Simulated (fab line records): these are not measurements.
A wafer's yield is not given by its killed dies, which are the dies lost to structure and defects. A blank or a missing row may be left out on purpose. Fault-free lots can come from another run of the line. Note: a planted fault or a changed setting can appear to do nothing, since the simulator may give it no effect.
Which tool was responsible? | flow nand-harc | 72 wafers from 24 lots sampled at 6 of the route's 1159 steps

WHAT EACH GAUGE READ, for each wafer
NHARC_P_M2_CD_MEAS_16. Usual: cd-nm 169.7 nm, standard deviation 0.9.
lot  | measured     | on        | cd-nm (nm)        | flag
L074 | day 6 05:12  | cd-sem-03 | 171.0 170.0 170.9 |
L075 | day 6 09:32  | cd-sem-03 | 169.9 169.9 169.1 |
L076 | day 7 01:16  | cd-sem-01 | 170.2 169.5 170.7 |
L077 | day 6 22:14  | cd-sem-01 | 168.7 169.7 171.4 |
L078 | day 7 02:13  | cd-sem-01 | 169.2 168.5 170.5 |
L079 | day 7 15:56  | cd-sem-02 | 168.8 168.3 171.0 |
L080 | day 7 19:40  | cd-sem-02 | 168.8 171.0 169.2 |
L081 | day 7 20:29  | cd-sem-03 | 169.2 168.4 171.7 |
L082 | day 8 09:21  | cd-sem-01 | 169.7 169.0 169.5 |
L083 | day 8 17:06  | cd-sem-02 | 170.3 170.4 170.8 |
L084 | day 8 14:22  | cd-sem-01 | 169.7 170.5 168.7 |
L085 | day 8 19:38  | cd-sem-01 | 169.1 168.9 169.1 |
L086 | day 9 11:23  | cd-sem-01 | 169.4 171.6 170.4 |
L087 | day 9 12:20  | cd-sem-03 | 170.2 168.9 168.4 |
L088 | day 9 23:38  | cd-sem-02 | 169.6 168.6 170.5 |
L089 | day 10 00:17 | cd-sem-02 | 169.2 169.0 170.1 |
L090 | day 10 04:07 | cd-sem-02 | 170.1 170.4 170.2 |
L091 | day 10 10:28 | cd-sem-02 | 171.3 169.1 169.5 |
L092 | day 10 11:13 | cd-sem-01 | 171.0 170.9 171.1 |
L093 | day 11 09:57 | cd-sem-01 | 169.6 169.2 169.3 |
L094 | day 11 09:20 | cd-sem-03 | 168.5 169.7 170.2 |
L095 | day 11 13:14 | cd-sem-03 | 172.8 169.8 169.8 |
L096 | day 11 12:57 | cd-sem-02 | 169.6 168.9 169.0 |
L097 | day 12 02:18 | cd-sem-03 | 169.8 169.7 168.1 |

NHARC_P_BONDPAD_OVL_MEAS_38. Usual: overlay-x-nm 2 nm, standard deviation 6.7; overlay-y-nm 1 nm, standard deviation 5.4.
lot  | measured     | on         | overlay-x-nm (nm) | overlay-y-nm (nm) | flag
L074 | day 6 09:21  | overlay-01 | -3 -2 -3          | 8 8 9             |
L075 | day 6 13:46  | overlay-02 | 8 7 8             | 2 1 1             |
L076 | day 7 05:15  | overlay-02 | 6 6 6             | 1 1 1             |
L077 | day 7 02:19  | overlay-02 | 10 10 10          | -5 -5 -5          |
L078 | day 7 06:22  | overlay-01 | 4 5 4             | 3 2 2             |
L079 | day 7 19:58  | overlay-02 | 0 0 0             | -1 -2 -1          |
L080 | day 7 23:53  | overlay-02 | 2 3 2             | 6 7 6             |
L081 | day 8 00:41  | overlay-02 | -11 -11 -11       | 7 8 7             |
L082 | day 8 13:29  | overlay-02 | 2 1 2             | 2 3 3             |
L083 | day 8 21:14  | overlay-01 | 0 0 0             | 8 8 8             |
L084 | day 8 18:31  | overlay-01 | 8 9 9             | -3 -4 -4          |
L085 | day 8 23:52  | overlay-01 | 2 2 2             | 2 2 2             |
L086 | day 9 15:34  | overlay-02 | 2 1 2             | -7 -7 -6          |
L087 | day 9 16:29  | overlay-02 | -10 -10 -10       | 13 13 13          |
L088 | day 10 03:38 | overlay-02 | -9 -9 -9          | -4 -3 -3          |
L089 | day 10 04:32 | overlay-01 | 6 6 6             | 1 1 1             |
L090 | day 10 08:19 | overlay-01 | 5 5 5             | 0 0 0             |
L091 | day 10 14:37 | overlay-02 | 15 15 14          | -7 -7 -8          |
L092 | day 10 15:23 | overlay-01 | 7 8 8             | -8 -8 -8          |
L093 | day 11 14:14 | overlay-01 | -7 -7 -7          | -1 0 0            |
L094 | day 11 13:23 | overlay-01 | -9 -9 -9          | -2 -2 -1          |
L095 | day 11 17:24 | overlay-02 | 9 9 9             | 7 8 7             |
L096 | day 11 17:05 | overlay-01 | 4 4 4             | -2 -2 -2          |
L097 | day 12 06:37 | overlay-02 | 6 6 6             | -5 -5 -5          |

TOOL THAT RAN EACH LOT (tool first, then ch and the chambers of the sampled wafers, then the start)
lot  | NHARC_P_ZERO_WELL_ETCH_63       | NHARC_P_GATE_HM_OPEN_105                      | NHARC_P_GATE_DESCUM_48             | NHARC_P_M2_PRE_CLEAN_32
L074 | rie-si-04 ch 1,2,3, day 1 13:42 | rie-diel-06 ch 0,2,3, day 5 07:49 or earlier  | rie-diel-06 ch 0,3, day 5 07:49    | pecvd-02 ch 1,2, day 6 07:32
L075 | rie-si-04 ch 0,1,3, day 1 19:38 | rie-diel-03 ch 0,2, day 5 07:59 or earlier    | rie-diel-06 ch 0,2,3, day 5 07:59  | pecvd-04 ch 0,1, day 6 11:58
L076 | rie-si-03 ch 1,2,3, day 2 01:41 | rie-diel-03 ch 1,3, day 6 04:30 or earlier    | rie-diel-13 ch 0,2,3, day 6 04:30  | pecvd-04 ch 0,1,2, day 7 03:37
L077 | rie-si-03 ch 0,3, day 2 07:41   | rie-diel-06 ch 0,2, day 5 21:03 or earlier    | rie-diel-06 ch 1,2, day 5 21:03    | pecvd-04 ch 0,1,2, day 7 00:40
L078 | rie-si-04 ch 0,1,3, day 2 13:39 | rie-diel-03 ch 0,1,3, day 6 04:39 or earlier  | rie-diel-13 ch 0,1,2, day 6 04:39  | pecvd-02 ch 0,1, day 7 04:34
L079 | rie-si-03 ch 1,2, day 2 19:36   | rie-diel-13 ch 1,2, day 6 18:03 or earlier    | rie-diel-06 ch 0,1,3, day 6 18:03  | pecvd-01 ch 1,2, day 7 18:19
L080 | rie-si-03 ch 2,3, day 3 01:38   | rie-diel-03 ch 0,2, day 6 21:41 or earlier    | rie-diel-06 ch 0,3, day 6 21:41    | pecvd-01 ch 0,1, day 7 22:07
L081 | rie-si-04 ch 0,1, day 3 07:40   | rie-diel-06 ch 0,2,3, day 6 21:52 or earlier  | rie-diel-03 ch 1,2, day 6 21:52    | pecvd-04 ch 0,1,2, day 7 22:53
L082 | rie-si-04 ch 0,1,3, day 3 13:40 | rie-diel-06 ch 0,1,2, day 7 05:17 or earlier  | rie-diel-13 ch 1,2,3, day 7 05:17  | pecvd-01 ch 1,2, day 8 11:41
L083 | rie-si-01 ch 0,1,3, day 3 19:53 | rie-diel-06 ch 0,1,3, day 7 19:14 or earlier  | rie-diel-13 ch 1,2,3, day 7 19:14  | pecvd-01 ch 0,1, day 8 19:26
L084 | rie-si-03 ch 0,1, day 4 01:34   | rie-diel-06 ch 0,1, day 7 16:48 or earlier    | rie-diel-06 ch 0,1, day 7 16:48    | pecvd-01 ch 0,2, day 8 16:50
L085 | rie-si-03 ch 1,2, day 4 07:42   | rie-diel-03 ch 1,2,3, day 7 22:46 or earlier  | rie-diel-13 ch 2,3, day 7 22:46    | pecvd-02 ch 0,1,2, day 8 22:04
L086 | rie-si-03 ch 1,2,3, day 4 13:39 | rie-diel-06 ch 0,1,3, day 8 10:43 or earlier  | rie-diel-06 ch 0,1,2, day 8 10:43  | pecvd-01 ch 0,1, day 9 13:47
L087 | rie-si-03 ch 0,1,2, day 4 19:40 | rie-diel-03 ch 0,1,3, day 8 11:16 or earlier  | rie-diel-06 ch 0,1,3, day 8 11:16  | pecvd-01 ch 0,1, day 9 14:42
L088 | rie-si-04 ch 0,2,3, day 5 01:40 | rie-diel-06 ch 1,2,3, day 8 20:20 or earlier  | rie-diel-06 ch 0,1,2, day 8 20:20  | pecvd-01 ch 1,2, day 10 01:59
L089 | rie-si-03 ch 1,2, day 5 07:34   | rie-diel-06 ch 0,2,3, day 8 20:29 or earlier  | rie-diel-13 ch 0,3, day 8 20:29    | pecvd-04 ch 0,1,2, day 10 02:42
L090 | rie-si-04 ch 0,1,3, day 5 13:33 | rie-diel-03 ch 1,2,3, day 9 06:39 or earlier  | rie-diel-06 ch 0,2,3, day 9 06:39  | pecvd-01 ch 0,2, day 10 06:31
L091 | rie-si-01 ch 1,3, day 5 19:38   | rie-diel-06 ch 1,2, day 9 12:20 or earlier    | rie-diel-13 ch 0,1,3, day 9 12:20  | pecvd-01 ch 0,2, day 10 12:50
L092 | rie-si-04 ch 1,2,3, day 6 01:51 | rie-diel-03 ch 2,3, day 9 12:29 or earlier    | rie-diel-06 ch 1,2,3, day 9 12:29  | pecvd-04 ch 0,1,2, day 10 13:34
L093 | rie-si-04 ch 1,3, day 6 07:41   | rie-diel-06 ch 0,1,2, day 10 06:55 or earlier | rie-diel-06 ch 0,2,3, day 10 06:55 | pecvd-01 ch 1,2, day 11 12:28
L094 | rie-si-04 ch 0,2,3, day 6 13:35 | rie-diel-03 ch 0,1, day 10 06:28 or earlier   | rie-diel-06 ch 0,1,3, day 10 06:28 | pecvd-04 ch 0,1,2, day 11 11:42
L095 | rie-si-04 ch 0,3, day 6 19:38   | rie-diel-06 ch 1,2, day 10 16:11 or earlier   | rie-diel-06 ch 0,2,3, day 10 16:11 | pecvd-02 ch 0,1,2, day 11 15:37
L096 | rie-si-04 ch 0,2,3, day 7 01:33 | rie-diel-06 ch 1,2, day 10 15:58 or earlier   | rie-diel-06 ch 0,1, day 10 15:58   | pecvd-04 ch 1,2, day 11 15:18
L097 | rie-si-01 ch 1,2,3, day 7 07:32 | rie-diel-06 ch 0,2, day 11 03:41 or earlier   | rie-diel-13 ch 2,3, day 11 03:41   | pecvd-01 ch 0,1,2, day 12 04:49
- NHARC_P_ZERO_WELL_ETCH_63: etches the open film in HBr/Cl2, target depth 120 nm, time 40.1 s.
- NHARC_P_GATE_HM_OPEN_105: chemistry O2/COS, target depth 360 nm.
- NHARC_P_GATE_DESCUM_48: chemistry O2, time 3 s.
- NHARC_P_M2_PRE_CLEAN_32: time 12 s.

AS READ BY THE TOOLS THEMSELVES (means over the sampled wafers that have a number; for cases with no such wafer, the mark the record gives instead)
NHARC_P_ZERO_WELL_ETCH_63. Usual: chamber-pressure-mTorr 15.000 mTorr, standard deviation 0.013; drypump-motor-current-A 5.8 A, standard deviation 0.3; oes-product-au 0.995 a.u., standard deviation 0.021; throttle-valve-pct 26.406 %, standard deviation 0.0099.
lot  | tool      | chamber-pressure-mTorr (mTorr) | drypump-motor-current-A (A) | oes-product-au (a.u.) | throttle-valve-pct (%) | flag
L074 | rie-si-04 | 15.007                         | 5.8                         | 1.003                 | 26.409                 |
L075 | rie-si-04 | 14.993                         | 5.7                         | 1.006                 | 26.397                 |
L076 | rie-si-03 | 14.996                         | 5.9                         | 0.971                 | 26.409                 |
L077 | rie-si-03 | 15.007                         | 5.3                         | 0.972                 | 26.402                 |
L078 | rie-si-04 | 14.990                         | 5.7                         | 1.010                 | 26.414                 |
L079 | rie-si-03 | 14.992                         | 6.0                         | 0.991                 | 26.405                 |
L080 | rie-si-03 | 15.001                         | 5.8                         | 0.985                 | 26.403                 |
L081 | rie-si-04 | 14.989                         | 5.6                         | 1.011                 | 26.396                 |
L082 | rie-si-04 | 14.999                         | 5.7                         | 1.016                 | 26.403                 |
L083 | rie-si-01 | 14.999                         | 5.5                         | 0.994                 | 26.413                 |
L084 | rie-si-03 | 15.001                         | 5.9                         | 0.969                 | 26.411                 |
L085 | rie-si-03 | 14.997                         | 6.1                         | 0.978                 | 26.407                 |
L086 | rie-si-03 | 14.993                         | 5.9                         | 0.974                 | 26.414                 |
L087 | rie-si-03 | 15.001                         | 5.8                         | 0.986                 | 26.404                 |
L088 | rie-si-04 | 14.996                         | 5.9                         | 1.001                 | 26.415                 |
L089 | rie-si-03 | 15.013                         | 6.0                         | 0.993                 | 26.405                 |
L090 | rie-si-04 | 15.005                         | 5.7                         | 1.003                 | 26.403                 |
L091 | rie-si-01 | 15.010                         | 5.5                         | 1.000                 | 26.409                 |
L092 | rie-si-04 | 14.999                         | 5.8                         | 1.011                 | 26.405                 |
L093 | rie-si-04 | 14.991                         | 5.6                         | 1.013                 | 26.412                 |
L094 | rie-si-04 | 14.994                         | 5.9                         | 1.010                 | 26.417                 |
L095 | rie-si-04 | 15.010                         | 5.8                         | 1.012                 | 26.411                 |
L096 | rie-si-04 | 15.006                         | 5.9                         | 1.002                 | 26.410                 |
L097 | rie-si-01 | 15.016                         | 5.8                         | 1.002                 | 26.396                 |

NHARC_P_GATE_HM_OPEN_105. Usual: chamber-pressure-mTorr 19.997 mTorr, standard deviation 0.018; drypump-motor-current-A 5.87 A, standard deviation 0.3; oes-product-au 0.996 a.u., standard deviation 0.014; rf-vpp-V 466.6 V, standard deviation 3; showerhead-plenum-p-Torr 3.09 Torr, standard deviation 0.14; throttle-valve-pct 28.329 %, standard deviation 0.008.
lot  | tool        | chamber-pressure-mTorr (mTorr) | drypump-motor-current-A (A) | oes-product-au (a.u.) | rf-vpp-V (V) | showerhead-plenum-p-Torr (Torr) | throttle-valve-pct (%) | flag
L074 | rie-diel-06 | 19.990                         | 5.70                        | 0.995                 | 466.6        | 3.08                            | 28.329                 |
L075 | rie-diel-03 | 20.005                         | 5.97                        | 1.000                 | 463.5        | 2.98                            | 28.330                 |
L076 | rie-diel-03 | 19.970                         | 6.25                        | 0.989                 | 468.7        | 3.20                            | 28.327                 |
L077 | rie-diel-06 | 20.010                         | 5.47                        | 0.988                 | 467.2        | 3.11                            | 28.332                 |
L078 | rie-diel-03 | 19.994                         | 6.22                        | 0.977                 | 467.0        | 3.12                            | 28.332                 |
L079 | rie-diel-13 | 20.008                         | 5.59                        | 0.998                 | 467.6        | 3.13                            | 28.334                 |
L080 | rie-diel-03 | 20.006                         | 6.04                        | 0.989                 | 465.0        | 3.01                            | 28.331                 |
L081 | rie-diel-06 | 20.004                         | 5.69                        | 0.989                 | 465.7        | 3.07                            | 28.333                 |
L082 | rie-diel-06 | 20.005                         | 5.61                        | 0.995                 | 467.6        | 3.14                            | 28.336                 |
L083 | rie-diel-06 | 20.002                         | 5.77                        | 0.997                 | 464.9        | 3.02                            | 28.333                 |
L084 | rie-diel-06 | 20.008                         | 5.53                        | 0.998                 | 465.6        | 3.04                            | 28.332                 |
L085 | rie-diel-03 | 19.985                         | 6.16                        | 0.995                 | 466.2        | 3.08                            | 28.329                 |
L086 | rie-diel-06 | 19.988                         | 5.78                        | 0.996                 | 464.6        | 3.02                            | 28.322                 |
L087 | rie-diel-03 | 20.002                         | 6.22                        | 0.991                 | 467.4        | 3.12                            | 28.327                 |
L088 | rie-diel-06 | 19.987                         | 5.83                        | 1.006                 | 467.5        | 3.11                            | 28.334                 |
L089 | rie-diel-06 | 20.009                         | 5.67                        | 0.996                 | 465.9        | 3.07                            | 28.320                 |
L090 | rie-diel-03 | 20.009                         | 6.15                        | 1.004                 | 466.0        | 3.07                            | 28.329                 |
L091 | rie-diel-06 | 20.011                         | 5.77                        | 1.006                 | 468.4        | 3.18                            | 28.330                 |
L092 | rie-diel-03 | 19.999                         | 6.01                        | 1.002                 | 465.7        | 3.04                            | 28.321                 |
L093 | rie-diel-06 | 19.994                         | 5.60                        | 0.993                 | 467.6        | 3.14                            | 28.327                 |
L094 | rie-diel-03 | 20.006                         | 6.27                        | 0.993                 | 466.3        | 3.04                            | 28.328                 |
L095 | rie-diel-06 | 19.998                         | 5.75                        | 1.000                 | 468.8        | 3.18                            | 28.330                 |
L096 | rie-diel-06 | 20.010                         | 5.70                        | 0.981                 | 469.9        | 3.24                            | 28.331                 |
L097 | rie-diel-06 | 19.983                         | 5.55                        | 0.980                 | 468.5        | 3.19                            | 28.324                 |

NHARC_P_GATE_DESCUM_48. Usual: chamber-pressure-mTorr 60.00 mTorr, standard deviation 0.057; drypump-motor-current-A 5.7 A, standard deviation 0.3; oes-product-au 0.996 a.u., standard deviation 0.013; rf-vpp-V 57.7 V, standard deviation 0.91; showerhead-plenum-p-Torr 1.89 Torr, standard deviation 0.097; throttle-valve-pct 11.311 %, standard deviation 0.0092.
lot  | tool        | chamber-pressure-mTorr (mTorr) | drypump-motor-current-A (A) | oes-product-au (a.u.) | rf-vpp-V (V) | showerhead-plenum-p-Torr (Torr) | throttle-valve-pct (%) | flag
L074 | rie-diel-06 | 60.01                          | 5.8                         | 1.003                 | 57.4         | 1.80                            | 11.322                 |
L075 | rie-diel-06 | 59.99                          | 5.7                         | 0.989                 | 57.6         | 1.88                            | 11.316                 |
L076 | rie-diel-13 | 60.02                          | 5.8                         | 0.987                 | 58.3         | 1.93                            | 11.315                 |
L077 | rie-diel-06 | 60.00                          | 5.7                         | 0.993                 | 57.9         | 1.99                            | 11.319                 |
L078 | rie-diel-13 | 59.95                          | 5.6                         | 0.989                 | 57.7         | 1.94                            | 11.309                 |
L079 | rie-diel-06 | 60.00                          | 5.8                         | 1.011                 | 57.0         | 1.85                            | 11.309                 |
L080 | rie-diel-06 | 60.01                          | 5.8                         | 0.999                 | 57.0         | 1.80                            | 11.321                 |
L081 | rie-diel-03 | 60.00                          | 6.2                         | 0.997                 | 57.6         | 1.84                            | 11.313                 |
L082 | rie-diel-13 | 60.02                          | 5.7                         | 0.999                 | 57.9         | 1.90                            | 11.312                 |
L083 | rie-diel-13 | 59.95                          | 5.7                         | 0.992                 | 57.8         | 1.90                            | 11.309                 |
L084 | rie-diel-06 | 59.96                          | 5.5                         | 0.995                 | 58.0         | 1.87                            | 11.310                 |
L085 | rie-diel-13 | 60.01                          | 5.5                         | 0.997                 | 58.6         | 1.98                            | 11.313                 |
L086 | rie-diel-06 | 60.03                          | 5.6                         | 0.993                 | 57.1         | 1.92                            | 11.311                 |
L087 | rie-diel-06 | 59.95                          | 5.8                         | 1.005                 | 58.1         | 1.84                            | 11.301                 |
L088 | rie-diel-06 | 60.01                          | 5.6                         | 0.996                 | 57.5         | 1.92                            | 11.306                 |
L089 | rie-diel-13 | 60.01                          | 5.9                         | 0.985                 | 58.5         | 1.88                            | 11.309                 |
L090 | rie-diel-06 | 59.95                          | 5.7                         | 1.001                 | 57.4         | 1.88                            | 11.317                 |
L091 | rie-diel-13 | 59.99                          | 5.9                         | 0.998                 | 57.7         | 1.84                            | 11.314                 |
L092 | rie-diel-06 | 60.05                          | 5.8                         | 0.995                 | 58.7         | 1.91                            | 11.317                 |
L093 | rie-diel-06 | 59.98                          | 5.7                         | 0.991                 | 57.4         | 1.88                            | 11.315                 |
L094 | rie-diel-06 | 59.94                          | 5.7                         | 0.997                 | 58.0         | 1.84                            | 11.312                 |
L095 | rie-diel-06 | 59.99                          | 5.7                         | 0.996                 | 57.5         | 1.88                            | 11.307                 |
L096 | rie-diel-06 | 59.97                          | 5.7                         | 0.996                 | 57.3         | 1.89                            | 11.316                 |
L097 | rie-diel-13 | 59.98                          | 5.5                         | 1.004                 | 57.3         | 1.97                            | 11.314                 |

NHARC_P_M2_PRE_CLEAN_32. Usual: heater-power-w 628 W, standard deviation 86.
lot  | tool     | heater-power-w (W) | flag
L074 | pecvd-02 | 624                |
L075 | pecvd-04 | 573                |
L076 | pecvd-04 | 547                |
L077 | pecvd-04 | 559                |
L078 | pecvd-02 | 602                |
L079 | pecvd-01 | 690                |
L080 | pecvd-01 | 671                |
L081 | pecvd-04 | 578                |
L082 | pecvd-01 | 689                |
L083 | pecvd-01 | 719                |
L084 | pecvd-01 | 635                |
L085 | pecvd-02 | 625                |
L086 | pecvd-01 | 727                |
L087 | pecvd-01 | 735                |
L088 | pecvd-01 | 631                |
L089 | pecvd-04 | 585                |
L090 | pecvd-01 | 619                |
L091 | pecvd-01 | 661                |
L092 | pecvd-04 | 570                |
L093 | pecvd-01 | 708                |
L094 | pecvd-04 | 534                |
L095 | pecvd-02 | 621                |
L096 | pecvd-04 | 589                |
L097 | pecvd-01 | 659                |

THE ANSWER, worked out from the rows above alone
Rule: a lot is off if the mean of its wafers that have a number lies more than 3 standard deviations from the usual mean. Also off: a lot with no number at a reading for which 4 or more lots have one. All remaining lots with rows at the step are treated as sound. First the gauges in route order, then the tools' own readings, where a lot's mean is used as printed above. The first step at which some lot is off is used, and at that step the reading that is off furthest; a lot without a number counts as furthest.
No lot is off at any reading shown: from this, nothing can be told.

WHAT HAD BEEN PUT IN BY THE SIMULATOR
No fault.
